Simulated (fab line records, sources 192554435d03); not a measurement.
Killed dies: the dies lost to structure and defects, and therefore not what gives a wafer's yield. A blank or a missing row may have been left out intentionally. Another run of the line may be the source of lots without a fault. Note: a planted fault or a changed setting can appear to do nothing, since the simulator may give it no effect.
Chamber matching / flow n5-finfet / rie-diel-03 running N5_BEOL_M12_ETCH_59: 4 sister chambers
The step etches BARC in N2/H2, target depth 89 nm, overetch 26.7 nm, time 67.9 s. 14 wafers are shown with their chamber, then 7 later ones without.

WAFERS, EACH WITH ITS CHAMBER
wafer=L074.2; chamber=3; showerhead-plenum-p-Torr (Torr)=2.58; drypump-motor-current-A (A)=5.8; rf-vpp-V (V)=524.5
wafer=L074.3; chamber=3; showerhead-plenum-p-Torr (Torr)=2.58; drypump-motor-current-A (A)=5.8; rf-vpp-V (V)=524.4
wafer=L074.5; chamber=3; showerhead-plenum-p-Torr (Torr)=2.58; drypump-motor-current-A (A)=5.8; rf-vpp-V (V)=524.8
wafer=L075.1; chamber=1; showerhead-plenum-p-Torr (Torr)=2.45; drypump-motor-current-A (A)=4.9; rf-vpp-V (V)=521.9
wafer=L075.3; chamber=3; showerhead-plenum-p-Torr (Torr)=2.58; drypump-motor-current-A (A)=5.8; rf-vpp-V (V)=524.4
wafer=L075.5; chamber=2; showerhead-plenum-p-Torr (Torr)=2.40; drypump-motor-current-A (A)=5.8; rf-vpp-V (V)=521.1
wafer=L082.1; chamber=1; showerhead-plenum-p-Torr (Torr)=2.44; drypump-motor-current-A (A)=4.8; rf-vpp-V (V)=522.1
wafer=L082.3; chamber=0; showerhead-plenum-p-Torr (Torr)=2.61; drypump-motor-current-A (A)=6.2; rf-vpp-V (V)=524.4
wafer=L082.6; chamber=2; showerhead-plenum-p-Torr (Torr)=2.40; drypump-motor-current-A (A)=5.7; rf-vpp-V (V)=520.2
wafer=L085.1; chamber=3; showerhead-plenum-p-Torr (Torr)=2.57; drypump-motor-current-A (A)=5.8; rf-vpp-V (V)=523.7
wafer=L085.4; chamber=1; showerhead-plenum-p-Torr (Torr)=2.44; drypump-motor-current-A (A)=4.8; rf-vpp-V (V)=522.0
wafer=L085.5; chamber=2; showerhead-plenum-p-Torr (Torr)=2.39; drypump-motor-current-A (A)=5.8; rf-vpp-V (V)=518.5
wafer=L088.1; chamber=0; showerhead-plenum-p-Torr (Torr)=2.61; drypump-motor-current-A (A)=6.3; rf-vpp-V (V)=525.5
wafer=L088.2; chamber=3; showerhead-plenum-p-Torr (Torr)=2.56; drypump-motor-current-A (A)=5.8; rf-vpp-V (V)=524.6

SIGNATURES, as means of the wafers listed above
reading=showerhead-plenum-p-Torr; chamber 0=2.6100; chamber 1=2.4433; chamber 2=2.3967; chamber 3=2.5750; scatter within a chamber=0.00695
reading=drypump-motor-current-A; chamber 0=6.250; chamber 1=4.833; chamber 2=5.767; chamber 3=5.800; scatter within a chamber=0.0428
reading=rf-vpp-V; chamber 0=524.950; chamber 1=522.000; chamber 2=519.933; chamber 3=524.400; scatter within a chamber=0.694
Rule: a wafer's distance from a chamber is the root of the sum, over the readings, of the square of ((its reading less the chamber's mean) divided by the reading's scatter). If the next closest chamber is less than 2 further off than the closest, the wafer can't be placed; otherwise it belongs to the closest. The scatter: take each reading less its chamber's mean, square it, sum over the shown wafers, divide by the number of wafers less the number of chambers, and take the root.

WAFERS WITHOUT THEIR CHAMBER
wafer=L088.4; showerhead-plenum-p-Torr (Torr)=2.56; drypump-motor-current-A (A)=5.8; rf-vpp-V (V)=523.6
wafer=L093.4; showerhead-plenum-p-Torr (Torr)=2.43; drypump-motor-current-A (A)=4.9; rf-vpp-V (V)=520.4
wafer=L093.5; showerhead-plenum-p-Torr (Torr)=2.43; drypump-motor-current-A (A)=4.8; rf-vpp-V (V)=521.6
wafer=L093.6; showerhead-plenum-p-Torr (Torr)=2.61; drypump-motor-current-A (A)=6.3; rf-vpp-V (V)=524.1
wafer=L096.1; showerhead-plenum-p-Torr (Torr)=2.56; drypump-motor-current-A (A)=5.8; rf-vpp-V (V)=523.4
wafer=L096.2; showerhead-plenum-p-Torr (Torr)=2.71; drypump-motor-current-A (A)=5.8; rf-vpp-V (V)=529.0
wafer=L096.6; showerhead-plenum-p-Torr (Torr)=2.71; drypump-motor-current-A (A)=5.8; rf-vpp-V (V)=527.9

CHAMBER TAKEN BY EACH
wafer=L088.4; from the rows above=3; in truth=3
wafer=L093.4; from the rows above=1; in truth=1
wafer=L093.5; from the rows above=1; in truth=1
wafer=L093.6; from the rows above=0; in truth=0
wafer=L096.1; from the rows above=3; in truth=3
wafer=L096.2; from the rows above=can't be placed: 0 or 3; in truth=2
wafer=L096.6; from the rows above=can't be placed: 0 or 3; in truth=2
Correctly placed: 5 of 7. Cannot be placed on the basis of these rows: 2; the candidates contain the true chamber in 0. Placed wrongly: 0.
